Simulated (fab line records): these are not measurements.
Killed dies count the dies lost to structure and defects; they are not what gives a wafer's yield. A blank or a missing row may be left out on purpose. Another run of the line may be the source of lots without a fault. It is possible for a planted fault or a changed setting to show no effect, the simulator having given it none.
fab line records	flow n5_finfet
[record] lots = 7	wafers = 18	last_day = 19
route steps=1938 shown BEOL_M11@1541 PASSIVATION@1936
lots untouched by any fault: they come from a run of this same line in which no faults occurred
start_h: hours from the record's first day to the start of the lot's first wafer shown	wait_h: how many hours have passed since the lot's step before this one	" repeats the value in the row above	L1.1+2: one row covering several wafers at once	- either no value or no given start	* or withheld: withheld	< > ~ a bound
route shown NAME@n: a module of which the file shows steps, and the number in the route of the first	usual: the fault-free wafers' mean and standard deviation	same: alike in all rows	chamber/n: place in a boat	sites: per-site readings	_std_site: the standard deviation of these	_edge_site: inner sites' mean taken away from outer sites' mean	radius_mm: how far each site lies from the wafer's centre	mask NAME#n: copy n	behind: the last tool/chamber to shape the wafer	hold: reason for holding the lot/hours on hold/outcome of the hold	device: whichever transistor did not switch (one of n, p or np)	end of line: the tests these same wafers got at the end of their route	a step with no rows: only its recipe	killed: count of dies lost to structure and defects at first sort (not the wafer's yield)	map: a wafer's dies, x killed, . not, _ none there
set.NAME: setting as actually run; set.NAME@STEP: the setting as run at that earlier step	model.NAME: the simulator's own value behind a step, which no gauge read
lots at some steps of the route; a table a step, a row a wafer
services: when a tool's chamber went out of use (start_h, in hours from the record's first day, below 0 if earlier), for how many hours, and the reason
[[steps]]
[step N5_BEOL_M11_COAT_59]
[recipe] resist = SOC	temp_c = 250	time_s = 60	spin_rpm = 1500	resist_thk_nm = 100
[step N5_BEOL_M11_COAT_60]
[recipe] resist = SiARC	temp_c = 220	time_s = 60	spin_rpm = 1500	resist_thk_nm = 30
[step N5_BEOL_M11_COAT_05]
[recipe] resist = CAR-ArF	spin_rpm = 1500	resist_thk_nm = 90
[step N5_BEOL_M11_EBR_07]
[recipe] solvent = PGMEA	ebr_width_mm = 1.5
[step N5_BEOL_M11_SOFTBAKE_06]
[recipe] temp_c = 110	time_s = 60	resist = CAR-ArF
[step N5_BEOL_M11_EXPOSE_08]
[recipe] mask_id = M11	na = 1.35	source_shape = dipole	sigma_inner = 0.411	sigma_outer = 0.611	polarization = te	dose_mj = 53.75
[step N5_BEOL_M11_PEB_09]
[recipe] peb_temp_c = withheld	peb_time_s = 60	resist = CAR-ArF
[step N5_BEOL_M11_DEVELOP_10]
[recipe] develop_time_s = 30	developer = TMAH	resist = CAR-ArF	rinse_liquid = diw	dry = air_spin	dev_temp_c = 23
[step N5_BEOL_M11_CD_MEAS_11]
[recipe] target_cd_nm = 64.1	landing_energy_ev = 500	detector = se_inlens	polarity = opening
[usual] cd_nm = 63.9/0.48
lot.wafer	tool	chamber	start_h	wait_h	cd_nm
L575.1	cd_sem-03	0	285.64	-	63.9
L575.3	"	0	"	"	64.6
L575.4	"	0	"	"	64.0
L581.1	cd_sem-03	0	323.33	-	63.8
L581.3	"	0	"	"	63.5
L581.6	"	0	"	"	63.4
L585.4	cd_sem-03	0	343.07	-	64.5
L585.6	"	0	"	"	63.6
L584.3	cd_sem-03	0	345.59	-	64.2
L584.6	"	0	"	"	64.4
L587.4	cd_sem-03	0	346.05	-	63.4
L587.6	"	0	"	"	64.1
L589.3	cd_sem-01	0	386.73	-	64.2
L589.4	"	0	"	"	63.8
L589.5	"	0	"	"	63.5
L592.3	cd_sem-03	0	405.05	-	63.6
L592.4	"	0	"	"	64.0
L592.5	"	0	"	"	63.8
[step N5_BEOL_M11_OVL_MEAS_12]
[recipe] points_per_wafer = 44
[usual] M11_OVL = -0.1/0.83
lot.wafer	tool	chamber	start_h	wait_h	M11_OVL[nm]
L575.1	overlay-02	0	285.67	0.0	-0.7
L575.3	"	0	"	"	-0.3
L575.4	"	0	"	"	0.8
L581.1	overlay-02	0	323.36	0.0	-1.1
L581.3	"	0	"	"	0.2
L581.6	"	0	"	"	-0.2
L585.4	overlay-02	0	343.10	0.0	-0.3
L585.6	"	0	"	"	-0.9
L584.3	overlay-02	0	345.62	0.0	-0.1
L584.6	"	0	"	"	0.1
L587.4	overlay-01	0	346.08	0.0	-0.7
L587.6	"	0	"	"	-0.8
L589.3	overlay-02	0	386.75	0.0	-1.4
L589.4	"	0	"	"	-1.1
L589.5	"	0	"	"	-0.2
L592.3	overlay-02	0	405.07	0.0	-1.6
L592.4	"	0	"	"	0.1
L592.5	"	0	"	"	0.1
[step N5_BEOL_M11_INSPECT_13]
[recipe] mode = adi	inspect_instrument = brightfield
[usual] raw_defect_count = 400/86
lot.wafer	tool	chamber	start_h	wait_h	raw_defect_count
L575.1	defect_inspect-01	-	285.70	0.0	464
L575.3	"	-	"	"	369
L575.4	"	-	"	"	589
L581.1	defect_inspect-01	-	323.39	0.0	565
L581.3	"	-	"	"	518
L581.6	"	-	"	"	507
L585.4	defect_inspect-01	-	343.12	0.0	403
L585.6	"	-	"	"	372
L584.3	defect_inspect-01	-	345.64	0.0	379
L584.6	"	-	"	"	440
L587.4	defect_inspect-01	-	346.11	0.0	371
L587.6	"	-	"	"	329
L589.3	defect_inspect-02	-	386.78	0.0	467
L589.4	"	-	"	"	674
L589.5	"	-	"	"	428
L592.3	defect_inspect-01	-	405.10	0.0	254
L592.4	"	-	"	"	297
L592.5	"	-	"	"	345
[step N5_BEOL_M11_DESCUM_16]
[recipe] chemistry = O2	time_s = 7.9	source_power_w = 50	bias_power_w = 20	pressure_mtorr = 20	rf_frequency_hz = 2.712e+07	temp_c = 40	resist = CAR-ArF	o2_flow_sccm = 225
[usual] drypump_motor_current_A = 6.0/0.44	oes_product_au = 0.79/0.11	rf_vpp_V = 242.9/1.8	showerhead_plenum_p_Torr = 2.07/0.095	throttle_valve_pct = 20.50/0.28
[same] time_s = 7.9
lot.wafer	tool	chamber	start_h	wait_h	drypump_motor_current_A	oes_product_au	rf_hours_counter_h	rf_vpp_V	showerhead_plenum_p_Torr	throttle_valve_pct
L575.1	rie_diel-06	1	285.87	0.2	6.0	0.77	145	240.0	1.93	20.32
L575.3	"	2	"	"	5.6	0.70	197	243.7	2.16	20.57
L575.4	"	0	"	"	6.0	0.93	-	242.3	2.06	20.10
L581.1	rie_diel-02	0	323.66	0.3	6.8	0.87	47	245.4	2.23	20.14
L581.3	"	2	"	"	6.7	0.74	162	240.7	1.93	20.58
L581.6	"	2	"	"	6.6	0.74	-	240.6	1.93	20.60
L585.4	rie_diel-02	0	343.15	0.0	6.8	0.87	53	246.0	2.23	20.17
L585.6	"	2	"	"	6.7	0.73	-	239.8	1.93	20.58
L584.3	rie_diel-02	3	345.68	0.0	6.2	0.68	215	241.4	1.99	20.96
L584.6	"	3	"	"	6.2	0.67	-	239.9	1.99	20.97
L587.4	rie_diel-02	0	346.72	0.6	6.8	0.86	54	246.2	2.23	20.15
L587.6	"	1	"	"	5.5	0.73	-	245.6	2.18	20.54
L589.3	rie_diel-01	2	386.81	0.0	5.4	0.71	169	242.7	2.11	20.61
L589.4	"	3	"	"	6.3	0.93	30	242.1	2.05	20.11
L589.5	"	3	"	"	6.3	0.93	-	241.8	2.05	20.10
L592.3	rie_diel-06	1	405.13	0.0	6.0	0.74	181	241.0	1.91	20.38
L592.4	"	3	"	"	6.6	0.91	34	244.4	2.22	20.32
L592.5	"	2	"	"	5.6	0.68	-	244.0	2.15	20.64
[step N5_BEOL_M11_ETCH_61]
[recipe] chemistry = CF4	target = SiARC	target_depth_a = 390	mask_material = CAR-ArF	time_s = 65	ion_energy_ev = 80	pressure_mtorr = 40	source_w = 545	bias_w = 36	Ar_flow_sccm = 100	cf4_flow_sccm = 100	ends = cleared
[usual] drypump_motor_current_A = 6.0/0.44	etch_rf_on_time_s = 65.8/1.3	oes_product_au = 0.67/0.089	rf_vpp_V = 183.7/1.4	showerhead_plenum_p_Torr = 2.12/0.09	throttle_valve_pct = 15.6/0.31
lot.wafer	tool	chamber	start_h	wait_h	drypump_motor_current_A	etch_rf_on_time_s	oes_product_au	rf_hours_counter_h	rf_vpp_V	showerhead_plenum_p_Torr	throttle_valve_pct
L575.1	rie_diel-06	1	285.90	0.0	6.0	65.8	0.65	145	183.2	1.97	15.5
L575.3	"	2	"	"	5.6	68.7	0.59	197	184.5	2.22	15.8
L575.4	"	0	"	"	6.0	64.4	0.79	-	182.8	2.10	15.2
L581.1	rie_diel-02	0	323.69	0.0	6.8	66.2	0.73	47	185.6	2.26	15.1
L581.3	"	2	"	"	6.6	66.5	0.63	162	180.8	1.98	15.7
L581.6	"	2	"	"	6.6	66.3	0.64	-	182.5	1.98	15.7
L585.4	rie_diel-02	0	343.19	0.0	6.7	104.3	0.62	53	185.6	2.25	15.1
L585.6	"	2	"	"	6.6	64.4	0.64	-	182.8	1.98	15.7
L584.3	rie_diel-02	3	345.71	0.0	6.2	106.3	0.50	215	182.9	2.04	16.1
L584.6	"	3	"	"	6.2	65.8	0.58	-	182.9	2.04	16.1
L587.4	rie_diel-02	0	346.75	0.0	6.8	105.3	0.61	54	185.8	2.25	15.1
L587.6	"	1	"	"	5.5	67.8	0.60	-	183.6	2.21	15.6
L589.3	rie_diel-01	2	386.85	0.0	5.4	66.3	0.60	169	184.9	2.14	15.7
L589.4	"	3	"	"	6.3	64.7	0.80	30	183.8	2.10	15.3
L589.5	"	3	"	"	6.3	65.0	0.79	-	183.5	2.10	15.3
L592.3	rie_diel-06	1	405.17	0.0	6.0	66.5	0.62	181	182.6	1.96	15.6
L592.4	"	3	"	"	6.6	65.5	0.76	34	185.1	2.25	15.4
L592.5	"	2	"	"	5.6	68.2	0.57	-	184.1	2.20	15.8
[step N5_BEOL_M11_ETCH_62]
[recipe] chemistry = N2/H2	target = SOC	target_depth_a = 1100	overetch_a = 220	mask_material = SiARC	temp_c = 40	time_s = 165	ion_energy_ev = 200	pressure_mtorr = 30	source_w = 840	bias_w = 150	n2_flow_sccm = 200	h2_flow_sccm = 200
[usual] drypump_motor_current_A = 6.0/0.44	h2_flow_sccm = 200.0/0.58	n2_flow_sccm = 200.0/0.61	oes_product_au = 0.67/0.083	rf_vpp_V = 523/3.3	showerhead_plenum_p_Torr = 2.52/0.11	throttle_valve_pct = 17.87/0.3
[same] time_s = 165
lot.wafer	tool	chamber	start_h	wait_h	drypump_motor_current_A	h2_flow_sccm	n2_flow_sccm	oes_product_au	rf_hours_counter_h	rf_vpp_V	showerhead_plenum_p_Torr	throttle_valve_pct
L575.1	rie_diel-06	1	285.95	0.0	6.0	200.2	200.6	0.65	145	519	2.34	17.70
L575.3	"	2	"	"	5.6	200.0	200.3	0.61	197	526	2.63	17.96
L575.4	"	0	"	"	6.0	199.9	200.3	0.78	-	523	2.49	17.34
L581.1	rie_diel-02	0	323.74	0.0	6.8	200.2	200.8	0.73	47	529	2.68	17.38
L581.3	"	2	"	"	6.7	199.6	200.4	0.64	162	518	2.34	17.96
L581.6	"	2	"	"	6.6	199.9	199.8	0.64	-	519	2.34	17.95
L585.4	rie_diel-02	0	343.24	0.0	6.8	199.8	199.9	0.72	53	528	2.67	17.40
L585.6	"	2	"	"	6.7	199.7	199.5	0.64	-	518	2.34	17.96
L584.3	rie_diel-02	3	345.76	0.0	6.2	199.2	200.2	0.59	215	522	2.41	18.39
L584.6	"	3	"	"	6.2	199.9	199.0	0.59	-	520	2.41	18.40
L587.4	rie_diel-02	0	346.80	0.0	6.8	200.0	200.0	0.72	54	528	2.67	17.39
L587.6	"	1	"	"	5.6	199.8	199.5	0.62	-	526	2.62	17.83
L589.3	rie_diel-01	2	386.90	0.0	5.4	200.4	200.0	0.61	169	523	2.54	17.96
L589.4	"	3	"	"	6.3	200.2	199.9	0.78	30	521	2.49	17.59
L589.5	"	3	"	"	6.3	200.0	200.3	0.78	-	523	2.49	17.58
L592.3	rie_diel-06	1	405.22	0.0	6.0	200.3	199.2	0.62	181	517	2.33	17.77
L592.4	"	3	"	"	6.7	200.4	199.9	0.77	34	527	2.71	17.82
L592.5	"	2	"	"	5.6	200.5	200.6	0.58	-	526	2.61	18.02
[step N5_PASSIVATION_PROBE_49]
[usual] defect_limited_yield = 91.3/1.3	killed_at_M0_to_M3 = 34/9.1	killed_at_M4_up = 14/5.6	killed_at_contacts = 13/5.9	killed_at_front_end = 39/11	killed_at_other = 3.6/3	killed_dies = 102/16	killed_open = 68/12	killed_short = 33/7.3	sort_bin_5_function = 5.2/0.89	sort_bin_6_memory = 3.2/0.68	sort_n_pass = 1078/16	sort_yield_pct = 91.3/1.3
[same] gross_dies = 1180	killed_at_back_side = 0	sort_bin_4_leakage[%] = 0	sort_bin_8_speed[%] = 0
lot.wafer	tool	chamber	start_h	wait_h	defect_limited_yield[%]	killed_at_M0_to_M3	killed_at_M4_up	killed_at_contacts	killed_at_front_end	killed_at_other	killed_dies	killed_open	killed_short	sort_bin_5_function[%]	sort_bin_6_memory[%]	sort_n_pass	sort_yield_pct[%]
L575.1	prober-01	-	332.47	0.0	91.2	32	18	13	28	13	104	77	27	4.9	3.6	1076	91.2
L575.3	prober-01	-	332.57	0.1	91.4	40	16	7	35	4	102	71	30	5.3	3.1	1078	91.4
L575.4	prober-01	-	332.62	0.2	90.9	34	20	12	37	4	107	70	37	5.8	3.1	1073	90.9
L581.1	prober-01	-	368.32	0.0	89.7	42	13	13	46	8	122	72	42	5.9	3.6	1058	89.7
L581.3	prober-01	-	368.42	0.1	89.8	29	21	7	62	1	120	82	36	6.1	4.0	1060	89.8
L581.6	prober-01	-	368.57	0.3	90.5	26	32	6	41	7	112	71	40	4.8	4.0	1068	90.5
L585.4	prober-02	-	385.28	0.2	91.3	41	12	16	34	0	103	66	37	5.8	2.7	1077	91.3
L585.6	prober-02	-	385.38	0.3	90.5	36	9	9	56	2	112	77	34	6.0	3.3	1068	90.5
L584.3	prober-01	-	398.03	0.1	90.1	57	15	14	31	0	117	85	31	5.5	4.0	1063	90.1
L584.6	prober-01	-	398.18	0.3	91.8	45	18	5	29	0	97	59	36	5.6	2.4	1083	91.8
L587.4	prober-01	-	400.07	0.2	90.0	28	22	14	45	9	118	79	39	6.6	3.3	1062	90.0
L587.6	prober-01	-	400.17	0.3	91.0	40	21	7	31	7	106	74	32	4.4	4.3	1074	91.0
L589.3	prober-01	-	439.91	0.1	92.8	26	15	8	35	1	85	54	30	4.6	2.2	1095	92.8
L589.4	prober-01	-	439.96	0.2	89.3	28	12	17	61	8	126	68	49	5.2	4.8	1054	89.3
L589.5	prober-01	-	440.01	0.2	90.3	24	10	9	69	2	114	60	45	4.5	4.1	1066	90.3
L592.3	prober-01	-	451.04	0.1	90.6	43	16	16	34	2	111	70	39	5.3	3.3	1069	90.6
L592.4	prober-01	-	451.09	0.2	90.4	36	17	8	47	5	113	66	47	5.7	3.5	1067	90.4
L592.5	prober-01	-	451.14	0.2	90.7	46	14	9	35	6	110	73	33	5.5	3.6	1070	90.7
// killed by level:class
L575.1 MOL_CONTACT_COAG:geometric_particle:open=10 BEOL_M4:geometric_particle:open=9 BEOL_M0:geometric_particle:open=6 BEOL_M3:geometric_particle:open=6 FIN_SAQP:geometric_particle:open=5 BEOL_M0_SAQP:geometric_particle:open=5 FIN_SAQP:geometric_particle:short=4 BEOL_M1:geometric_particle:open=4
L575.3 BEOL_M0_SAQP:geometric_particle:open=11 BEOL_M0_SAQP:geometric_particle:short=8 BEOL_M1:geometric_particle:open=8 BEOL_M4:geometric_particle:open=8 MOL_CONTACT_COAG:geometric_particle:open=7 STI_FIN_REVEAL:geometric_particle:open=6 GATE_CUT:geometric_particle:short=5 STARTING-WAFER:geometric_particle:open=5
L575.4 BEOL_M4:geometric_particle:open=12 MOL_CONTACT_COAG:geometric_particle:open=11 BEOL_M0_SAQP:geometric_particle:short=9 BEOL_M2:geometric_particle:open=8 FIN_SAQP:geometric_particle:short=7 STI_FIN_REVEAL:geometric_particle:open=7 GATE_CUT:geometric_particle:short=6 BEOL_M0_SAQP:geometric_particle:open=6
L581.1 FIN_SAQP:geometric_particle:short=17 BEOL_M2:geometric_particle:open=14 FIN_SAQP:geometric_particle:open=12 MOL_CONTACT_COAG:geometric_particle:open=9 BEOL_M0_SAQP:geometric_particle:open=9 BEOL_M0_SAQP:geometric_particle:short=8 BEOL_M4:geometric_particle:open=6 STI_FIN_REVEAL:geometric_particle:open=5
L581.3 FIN_SAQP:geometric_particle:open=27 FIN_SAQP:geometric_particle:short=16 BEOL_M4:geometric_particle:open=15 BEOL_M2:geometric_particle:open=8 DUMMY_GATE:geometric_particle:open=6 MOL_CONTACT_COAG:geometric_particle:open=5 BEOL_M0_SAQP:geometric_particle:short=5 BEOL_M0_SAQP:geometric_particle:open=4
L581.6 BEOL_M4:geometric_particle:open=19 FIN_SAQP:geometric_particle:short=15 FIN_SAQP:geometric_particle:open=12 BEOL_M0_SAQP:geometric_particle:open=8 BEOL_M0_SAQP:geometric_particle:short=8 BEOL_M5:geometric_particle:open=5 MOL_CONTACT_COAG:geometric_particle:open=5 STARTING-WAFER:geometric_particle:open=5
L585.4 BEOL_M0_SAQP:geometric_particle:short=12 MOL_CONTACT_COAG:geometric_particle:open=12 BEOL_M0_SAQP:geometric_particle:open=10 FIN_SAQP:geometric_particle:short=9 STI_FIN_REVEAL:geometric_particle:open=9 BEOL_M2:geometric_particle:open=8 MOL_CONTACT_COAG:geometric_particle:short=4 DUMMY_GATE:geometric_particle:open=4
L585.6 STI_FIN_REVEAL:geometric_particle:open=16 FIN_SAQP:geometric_particle:open=14 BEOL_M0_SAQP:geometric_particle:short=10 FIN_SAQP:geometric_particle:short=8 BEOL_M0_SAQP:geometric_particle:open=8 MOL_CONTACT_COAG:geometric_particle:open=7 BEOL_M1:geometric_particle:open=6 GATE_CUT:geometric_particle:short=5
L584.3 BEOL_M0_SAQP:geometric_particle:open=23 BEOL_M2:geometric_particle:open=12 MOL_CONTACT_COAG:geometric_particle:open=11 BEOL_M4:geometric_particle:open=9 BEOL_M0_SAQP:geometric_particle:short=8 STI_FIN_REVEAL:geometric_particle:open=7 BEOL_M3:geometric_particle:open=6 DUMMY_GATE:geometric_particle:open=5
L584.6 BEOL_M0_SAQP:geometric_particle:short=10 BEOL_M0_SAQP:geometric_particle:open=9 FIN_SAQP:geometric_particle:short=6 BEOL_M3:geometric_particle:open=6 BEOL_M4:geometric_particle:open=6 STI_FIN_REVEAL:geometric_particle:open=5 MOL_CONTACT_COAG:geometric_particle:open=5 BEOL_M1:geometric_particle:open=5
L587.4 MOL_CONTACT_COAG:geometric_particle:open=11 STI_FIN_REVEAL:geometric_particle:open=7 BEOL_M4:geometric_particle:open=7 BEOL_M3:geometric_particle:open=7 FIN_SAQP:geometric_particle:open=6 FIN_SAQP:geometric_particle:short=5 STI_FIN_REVEAL:geometric_particle:short=5 BEOL_M2:geometric_particle:open=5
L587.6 BEOL_M1:geometric_particle:open=14 BEOL_M4:geometric_particle:open=13 BEOL_M0_SAQP:geometric_particle:open=8 FIN_SAQP:geometric_particle:short=7 DUMMY_GATE:geometric_particle:open=5 BEOL_M2:geometric_particle:open=5 GATE_CUT:geometric_particle:open=4 MOL_CONTACT_COAG:geometric_particle:open=4
L589.3 FIN_SAQP:geometric_particle:short=10 BEOL_M5:geometric_particle:open=7 BEOL_M0_SAQP:geometric_particle:short=6 FIN_SAQP:geometric_particle:open=5 BEOL_M0_SAQP:geometric_particle:open=5 BEOL_M2:geometric_particle:open=5 BEOL_M3:geometric_particle:open=5 STI_FIN_REVEAL:geometric_particle:open=4
L589.4 FIN_SAQP:geometric_particle:short=19 FIN_SAQP:geometric_particle:open=13 BEOL_M0_SAQP:geometric_particle:short=11 MOL_CONTACT_COAG:geometric_particle:open=10 BEOL_M0_SAQP:geometric_particle:open=10 BEOL_M5:geometric_particle:open=6 STI_FIN_REVEAL:geometric_particle:open=5 DUMMY_GATE:geometric_particle:open=4
L589.5 FIN_SAQP:geometric_particle:short=26 FIN_SAQP:geometric_particle:open=17 HKMG_FIN:area_etch=8 BEOL_M2:geometric_particle:open=7 MOL_CONTACT_COAG:geometric_particle:short=5 STARTING-WAFER:geometric_particle:open=5 STI_FIN_REVEAL:geometric_particle:open=4 MOL_CONTACT_COAG:geometric_particle:open=4
L592.3 GATE_CUT:geometric_particle:short=11 MOL_CONTACT_COAG:geometric_particle:open=11 GATE_CUT:geometric_particle:open=10 BEOL_M0_SAQP:geometric_particle:short=10 BEOL_M2:geometric_particle:open=10 BEOL_M3:geometric_particle:open=10 BEOL_M5:geometric_particle:open=6 MOL_CONTACT_COAG:geometric_particle:short=5
L592.4 BEOL_M4:geometric_particle:open=9 BEOL_M0_SAQP:geometric_particle:short=8 STI_FIN_REVEAL:geometric_particle:open=8 GATE_CUT:geometric_particle:short=8 BEOL_M0_SAQP:geometric_particle:open=8 BEOL_M1:geometric_particle:open=7 DUMMY_GATE:geometric_particle:open=6 MOL_CONTACT_COAG:geometric_particle:open=6
L592.5 BEOL_M2:geometric_particle:open=11 DUMMY_GATE:geometric_particle:open=8 BEOL_M3:geometric_particle:open=8 MOL_CONTACT_COAG:geometric_particle:open=7 BEOL_M0_SAQP:geometric_particle:open=7 BEOL_M0_SAQP:geometric_particle:short=7 BEOL_M1:geometric_particle:open=7 BEOL_M4:geometric_particle:open=6
[[services]]
tool	chamber	start_h	hours	kind
rie_diel-06	3	274.05	-	clean
rie_diel-06	3	274.05	-	consumable_replace:focus_ring
rie_diel-06	3	274.05	-	consumable_replace:showerhead
rie_diel-06	3	274.05	15.7	scheduled_down
rie_diel-06	3	274.05	15.7	vent_cycle
rie_diel-01	3	276.59	-	clean
rie_diel-01	3	276.59	-	consumable_replace:focus_ring
rie_diel-01	3	276.59	16.8	scheduled_down
rie_diel-01	3	276.59	16.8	vent_cycle
rie_diel-01	1	305.06	-	clean
rie_diel-01	1	305.06	-	consumable_replace:focus_ring
rie_diel-01	1	305.06	19.5	scheduled_down
rie_diel-01	1	305.06	19.5	vent_cycle
rie_diel-01	1	329.54	2.5	repair
rie_diel-01	-	345.20	2.8	pm
rie_diel-01	0	351.30	-	clean
rie_diel-01	0	351.30	-	consumable_replace:focus_ring
rie_diel-01	0	351.30	10.8	scheduled_down
rie_diel-01	0	351.30	10.8	vent_cycle
[[key]]
[first_sign] step = N5_BEOL_M11_ETCH_61	reading = etch_rf_on_time_s	direction = up	sigmas = 31	usual = *	struck = *
effect none on later readings
met_at N5_BEOL_M11_ETCH_61
struck_wafers L584.3,L585.4,L587.4
onset_between 323.69 343.19
[fault] kind = process_parameter_drift	tool = rie_diel-02	chamber = -	onset_h = 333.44	steps = N5_BEOL_M11_ETCH_61	channel = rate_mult	offset = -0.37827	shape = step	end_h = 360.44	scope = struck_wafers_only
